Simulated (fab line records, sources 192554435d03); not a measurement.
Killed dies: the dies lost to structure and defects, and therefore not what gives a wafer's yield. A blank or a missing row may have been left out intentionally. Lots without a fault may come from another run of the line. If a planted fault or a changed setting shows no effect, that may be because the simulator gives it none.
Lot-split experiment :: flow n5Finfet :: route with 1938 steps; 7 lots, 21 wafers read

## THE SPLIT
At N5_BEOL_M6_ILD_DEP_00 (deposits SiCOH lowk from DEMS/porogen, target thk 179.75 nm, time 33.4 s), the setting timeS was moved away from the recipe's 33.4 s on 7 of the 21 wafers read, by -8.4% to +13.7%. All remaining wafers had this setting at the recipe value.

## FROM SPLIT TO READING: 1 step shown by the file between the two
- N5_BEOL_M6_CURE_74: cures SiCOH lowk, time 240 s

## THE READING
At N5_BEOL_M6_THK_MEAS_01: M6_ILD_THK, given in nm. Fault-free wafers of this fab line usually give 155.3 nm, standard deviation 2.5 nm.

wafer: L076.2
tool, chamber at the split: pecvd-03, 0
timeS as run, s: 33.4
against the recipe: recipe
M6_ILD_THK, nm: 152.4
against lot-mates on the recipe: -

wafer: L076.3
tool, chamber at the split: pecvd-03, 2
timeS as run, s: 30.59
against the recipe: -8.4%
M6_ILD_THK, nm: 138.5
against lot-mates on the recipe: -14.9

wafer: L076.6
tool, chamber at the split: pecvd-03, 2
timeS as run, s: 33.4
against the recipe: recipe
M6_ILD_THK, nm: 154.5
against lot-mates on the recipe: -

wafer: L084.1
tool, chamber at the split: pecvd-03, 2
timeS as run, s: 33.4
against the recipe: recipe
M6_ILD_THK, nm: 151.1
against lot-mates on the recipe: -

wafer: L084.5
tool, chamber at the split: pecvd-03, 2
timeS as run, s: 33.4
against the recipe: recipe
M6_ILD_THK, nm: 153.1
against lot-mates on the recipe: -

wafer: L084.6
tool, chamber at the split: pecvd-03, 0
timeS as run, s: 33.4
against the recipe: recipe
M6_ILD_THK, nm: 151.0
against lot-mates on the recipe: -

wafer: L088.1
tool, chamber at the split: pecvd-04, 2
timeS as run, s: 37.97
against the recipe: +13.7%
M6_ILD_THK, nm: 175.2
against lot-mates on the recipe: +19.5

wafer: L088.4
tool, chamber at the split: pecvd-04, 2
timeS as run, s: 33.4
against the recipe: recipe
M6_ILD_THK, nm: 155.8
against lot-mates on the recipe: -

wafer: L088.5
tool, chamber at the split: pecvd-04, 0
timeS as run, s: 33.4
against the recipe: recipe
M6_ILD_THK, nm: 155.6
against lot-mates on the recipe: -

wafer: L089.2
tool, chamber at the split: pecvd-01, 1
timeS as run, s: 33.4
against the recipe: recipe
M6_ILD_THK, nm: 156.3
against lot-mates on the recipe: -

wafer: L089.5
tool, chamber at the split: pecvd-01, 2
timeS as run, s: 33.4
against the recipe: recipe
M6_ILD_THK, nm: 160.5
against lot-mates on the recipe: -

wafer: L089.6
tool, chamber at the split: pecvd-01, 1
timeS as run, s: 33.4
against the recipe: recipe
M6_ILD_THK, nm: 157.7
against lot-mates on the recipe: -

wafer: L090.3
tool, chamber at the split: pecvd-04, 0
timeS as run, s: 33.4
against the recipe: recipe
M6_ILD_THK, nm: 154.3
against lot-mates on the recipe: -

wafer: L090.5
tool, chamber at the split: pecvd-04, 2
timeS as run, s: 36.08
against the recipe: +8.0%
M6_ILD_THK, nm: 171.1
against lot-mates on the recipe: +15.2

wafer: L090.6
tool, chamber at the split: pecvd-04, 1
timeS as run, s: 33.4
against the recipe: recipe
M6_ILD_THK, nm: 157.6
against lot-mates on the recipe: -

wafer: L093.2
tool, chamber at the split: pecvd-04, 0
timeS as run, s: 35.83
against the recipe: +7.3%
M6_ILD_THK, nm: 165.8
against lot-mates on the recipe: +9.1

wafer: L093.4
tool, chamber at the split: pecvd-04, 0
timeS as run, s: 33.4
against the recipe: recipe
M6_ILD_THK, nm: 156.7
against lot-mates on the recipe: -

wafer: L093.5
tool, chamber at the split: pecvd-04, 1
timeS as run, s: 35.83
against the recipe: +7.3%
M6_ILD_THK, nm: 167.6
against lot-mates on the recipe: +10.9

wafer: L094.2
tool, chamber at the split: pecvd-01, 1
timeS as run, s: 36.77
against the recipe: +10.1%
M6_ILD_THK, nm: 170.6
against lot-mates on the recipe: +10.6

wafer: L094.4
tool, chamber at the split: pecvd-01, 2
timeS as run, s: 33.4
against the recipe: recipe
M6_ILD_THK, nm: 160.0
against lot-mates on the recipe: -

wafer: L094.6
tool, chamber at the split: pecvd-01, 1
timeS as run, s: 36.77
against the recipe: +10.1%
M6_ILD_THK, nm: 173.3
against lot-mates on the recipe: +13.3

FIT RESULTS
A straight line over all 21 wafers: M6_ILD_THK changes by +1.66 nm for each +1% of timeS; r = +0.95; the points scatter about the line by 2.7 nm.
The same after taking each lot's own level away (the mean of its wafers on the recipe; 21 wafers): +1.45 nm for each +1%; r = +0.97; scatter 1.7 nm.
That fit puts the effect of the largest move of timeS on the reading at 20 nm.
The lots' own levels span 151.73 to 160.00 nm, that is 3.3 times the standard deviation above.
Hence the slope depends on the lot-to-lot level, as the two fits are not the same.
Check: +19.5 nm against its lot-mates is what the line predicts for one of the wafers moved furthest among these (+13.7%) when that wafer is left out of the fit. It came out at +19.5 nm against them.

## THE WHOLE CHAIN: every reading that the file lists as answering this split, in the file's order
step: N5_BEOL_M6_ILD_DEP_00
what it does: deposits SiCOH lowk from DEMS/porogen, target thk 179.75 nm, time 33.4 s
reading: SiCOH_lowk_of_BEOL_M6_ILD_DEP_00.thkNm (the simulator's own value, which no gauge read)
change (the file's fit): +1.7 nm for each +1% of the setting
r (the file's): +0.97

step: N5_BEOL_M6_CURE_74
what it does: cures SiCOH lowk, time 240 s
reading: SiCOH_lowk_of_BEOL_M6_ILD_DEP_00.thkNm (the simulator's own value, which no gauge read)
change (the file's fit): +1.48 nm for each +1% of the setting
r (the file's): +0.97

step: N5_BEOL_M6_THK_MEAS_01
what it does: 
reading: M6_ILD_THK
change (the file's fit): +1.48 for each +1% of the setting
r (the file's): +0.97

## THE FILE'S OWN FIT
M6_ILD_THK changes by +1.48 nm for each +1% of timeS, r = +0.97.
